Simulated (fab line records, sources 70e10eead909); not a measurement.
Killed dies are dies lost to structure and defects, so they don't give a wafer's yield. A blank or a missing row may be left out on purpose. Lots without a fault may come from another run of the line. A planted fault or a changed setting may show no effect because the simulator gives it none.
A struck lot beside a sound one | flow nand_harc | 21 steps out of a route of 1159
Sound: wafers L129.3, L129.4, L129.6. Struck: wafers L139.2, L139.3, L139.6. The cause comes at the end.
At each step with rows: each side's tool, then ch and its chambers, then its first start. Under that, the readings that differ: sound wafers | struck wafers | difference of the means | sigmas: that difference in standard deviations of wafers without a fault.
alike: readings whose means differ by less than 2 such deviations, and words and numbers that are the same on both sides. not compared: withheld readings, readings that some wafer has no value for, bounds like >300 that may hide the same value, and numbers for which the record gives no deviation and whose values overlap.
The two part at a step that has a row with sigmas, a row that says differs or no value, or rows on one side only. Numbers that don't overlap but have no deviation are shown without sigmas and don't part them. A reading that every wafer of one side lacks parts them only if that side has two wafers or more.

NHARC_A_BLC_CVD_24: deposits W, target thk 150 nm, time 434 s.
  sound on cvd_w-02 ch 0,1; struck on cvd_w-01 ch 0,1
  alike: heater_power_w, mfc_wf6_sccm, throttle_valve_pct
NHARC_A_BLC_CMP_25: polishes, t overpolish 30 s, target thk 150 nm.
  sound on cmp-03 ch 0,2, day 17 22:35; struck on cmp-02 ch 0,3, day 20 04:38
  reading             | sound          | struck       | difference | sigmas
  motor_current_A (A) | 12.5 14.8 15.0 | 9.9 10.5 9.3 | -4.2       | -3
  alike: overpolish_run_s, retaining_ring_pressure_frac, slurry_filter_dp_kPa, slurry_flow_ml_min, time_to_endpoint_s
then, 1 step without rows for these wafers: NHARC_A_BLC_SRD_27.
NHARC_A_BLC_INSPECT_28:
  sound on defect_inspect-02, day 17 22:59; struck on defect_inspect-01, day 20 05:02
  alike: raw_defect_count
then, 7 steps without rows for these wafers: NHARC_A_M0_DEP_00 (deposits SiOC, target thk 150 nm); NHARC_A_M0_DEHYDRATE_01 (time 120 s); NHARC_A_M0_HMDS_02 (time 30 s); NHARC_A_M0_COAT_33 (time 65 s); NHARC_A_M0_COAT_03 (resist thk 90 nm); NHARC_A_M0_SOFTBAKE_04 (time 55 s); NHARC_A_M0_EBR_05.
NHARC_A_M0_EXPOSE_06: exposes mask A M0, target cd 80 nm.
  sound on arfi_scanner-01 ch 0, day 17 23:46; struck on arfi_scanner-02 ch 0, day 20 05:49
  reading              | sound             | struck               | difference | sigmas
  exposure_dose_mJ_cm2 | 83.20 83.29 83.26 | 110.17 110.26 110.11 | +26.93     | +99 or more
  alike: mask
then, 2 steps without rows for these wafers: NHARC_A_M0_PEB_07 (peb time 65 s); NHARC_A_M0_DEVELOP_08 (develop time 35 s).
NHARC_A_M0_CD_MEAS_09: target cd 80 nm.
  sound on cd_sem-01 ch 0, day 17 23:54; struck on cd_sem-01 ch 0, day 20 05:57
  reading    | sound          | struck         | difference | sigmas
  cd_nm (nm) | 80.4 79.2 78.9 | 98.8 98.7 98.0 | +19.0      | +32
NHARC_A_M0_OVL_MEAS_10: pitch 160 nm.
  sound on overlay-02, day 17 23:59; struck on overlay-02, day 20 06:02
  alike: overlay_x_nm, overlay_y_nm
NHARC_A_M0_INSPECT_11:
  sound on defect_inspect-02, day 18 00:01; struck on defect_inspect-02, day 20 06:04
  alike: raw_defect_count
NHARC_A_M0_DESCUM_14: chemistry O2, time 3 s.
  sound on rie_diel-04 ch 1,2, day 18 00:05; struck on rie_diel-08 ch 1,2,3, day 20 06:09
  reading               | sound             | struck            | difference | sigmas
  model.A_M0.cd_nm (nm) | 79.81 79.42 78.59 | 99.16 98.85 98.08 | +19.42     |
  alike: drypump_motor_current_A, oes_product_au, rf_vpp_V, showerhead_plenum_p_Torr, throttle_valve_pct
  not compared: rf_hours_counter_h
NHARC_A_M0_ETCH_34: etches the open film in N2/H2, target depth 40 nm, overetch 12 nm, time 43.94 s.
  sound on rie_diel-04 ch 2,3, day 18 00:10; struck on rie_diel-08 ch 0,1, day 20 06:15
  alike: drypump_motor_current_A, oes_product_au, rf_fwd_power_W, rf_vpp_V, showerhead_plenum_p_Torr, throttle_valve_pct
  not compared: rf_hours_counter_h
NHARC_A_M0_ETCH_15: etches the open film in C4F8/Ar, target depth 150 nm, overetch 15 nm, time 82.5 s.
  sound on rie_diel-04 ch 0,2; struck on rie_diel-08 ch 2,3
  reading               | sound             | struck           | difference | sigmas
  model.A_M0.cd_nm (nm) | 79.78 79.14 78.42 | 98.94 98.7 97.79 | +19.36     |
  alike: oes_product_au, rf_fwd_power_W, rf_vpp_V
  not compared: rf_hours_counter_h
NHARC_A_M0_CD_MEAS_16:
  sound on cd_sem-02, day 18 00:23; struck on cd_sem-02, day 20 06:28
  reading    | sound          | struck         | difference | sigmas
  cd_nm (nm) | 79.3 79.1 78.2 | 98.8 98.8 97.6 | +19.5      | +27

WHERE THEY PART
First at NHARC_A_BLC_CMP_25; last, within this record, at NHARC_A_M0_CD_MEAS_16.

WHY: what the simulator had put in
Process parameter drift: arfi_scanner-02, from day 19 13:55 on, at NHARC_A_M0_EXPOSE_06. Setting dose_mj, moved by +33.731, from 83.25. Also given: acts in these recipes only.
